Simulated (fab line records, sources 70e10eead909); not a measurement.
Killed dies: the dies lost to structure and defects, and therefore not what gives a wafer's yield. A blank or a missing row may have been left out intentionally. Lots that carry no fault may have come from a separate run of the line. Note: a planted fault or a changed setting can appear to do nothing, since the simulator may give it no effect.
Which tool was responsible? -- flow nand_harc -- 12 lots with 36 wafers sampled at 3 steps, on a route of 1302 steps

== WHAT THE GAUGES SHOWED, per wafer ==
NHARC_A_CONTACT_INSPECT_44.
lot,measured,on,raw_defect_count
L074,day 22 05:17,defect_inspect-02,130 117 110
L077,day 22 09:56,defect_inspect-02,99 114 118
L080,day 22 20:44,defect_inspect-01,24 22 31
L082,day 25 01:21,defect_inspect-01,87 82 95
L083,day 25 08:44,defect_inspect-02,142 124 134
L085,day 25 20:30,defect_inspect-01,84 88 90
L088,day 26 23:56,defect_inspect-01,78 89 57
L087,day 27 10:35,defect_inspect-01,77 70 71
L090,day 28 02:03,defect_inspect-01,140 141 137
L094,day 28 20:59,defect_inspect-01,71 68 58
L097,day 30 09:43,defect_inspect-01,101 113 103
L095,day 31 04:03,defect_inspect-01,71 70 75

== TOOL THAT RAN EACH LOT (tool first, then ch and the chambers of the sampled wafers, then the start) ==
lot,NHARC_A_SGD_CUT_STRIP_28,NHARC_A_WL_FILL_ETCHBACK_26
L074,"rie_diel-10 ch 1,2, day 21 21:17 or earlier","rie_si-06 ch 1,2, day 21 21:17"
L077,"rie_diel-06 ch 1,3, day 22 03:06 or earlier","rie_si-05 ch 1,2,3, day 22 03:06"
L080,"rie_diel-03 ch 0,1,2, day 22 13:19 or earlier","rie_si-05 ch 0,1,3, day 22 13:19"
L082,"rie_diel-10 ch 0,1,3, day 24 18:29 or earlier","rie_si-05 ch 0,3, day 24 18:29"
L083,"rie_diel-10 ch 0,1,3, day 24 23:27 or earlier","rie_si-01 ch 1,2,3, day 24 23:27"
L085,"rie_diel-03 ch 0,1,2, day 25 13:19 or earlier","rie_si-01 ch 0,1, day 25 13:19"
L088,"rie_diel-03 ch 0,2,3, day 24 23:26","rie_si-05 ch 0,1,2, day 26 14:14"
L087,"rie_diel-03 ch 2,3, day 25 06:17","rie_si-05 ch 1,2, day 27 02:52"
L090,"rie_diel-03 ch 0,2,3, day 26 02:46","rie_si-06 ch 0,2, day 27 19:07"
L094,"rie_diel-06 ch 0,2,3, day 28 12:41 or earlier","rie_si-06 ch 0,2,3, day 28 12:41"
L097,"rie_diel-03 ch 2,3, day 30 02:52 or earlier","rie_si-01 ch 1,2,3, day 30 02:52"
L095,"rie_diel-10 ch 0,1,2, day 30 21:20 or earlier","rie_si-05 ch 1,2,3, day 30 21:20"
- NHARC_A_SGD_CUT_STRIP_28: strips in O2, time 20 s.
- NHARC_A_WL_FILL_ETCHBACK_26: etches the open film in HBr, target depth 52 nm, time 13.3 s.

== THE ANSWER, worked out from the rows above alone ==
Rule: what is usual is taken from the lots themselves. The widest of any qualifying gaps counts: lots, ordered by their means at a reading, are off when they make up no more than a third of the lots, leave a main group of 4 or more, and stand apart from it by 3 or more times the standard deviation of that group's means. A main group whose means are all the same, to the digits that the tables above print for the reading, isn't used. Also off: a lot with no number at a reading for which 4 or more lots have one. The other lots that the step has rows for count as sound.
No lot is off at any reading shown: from this, nothing can be told.

== WHAT WAS PUT IN BY THE SIMULATOR ==
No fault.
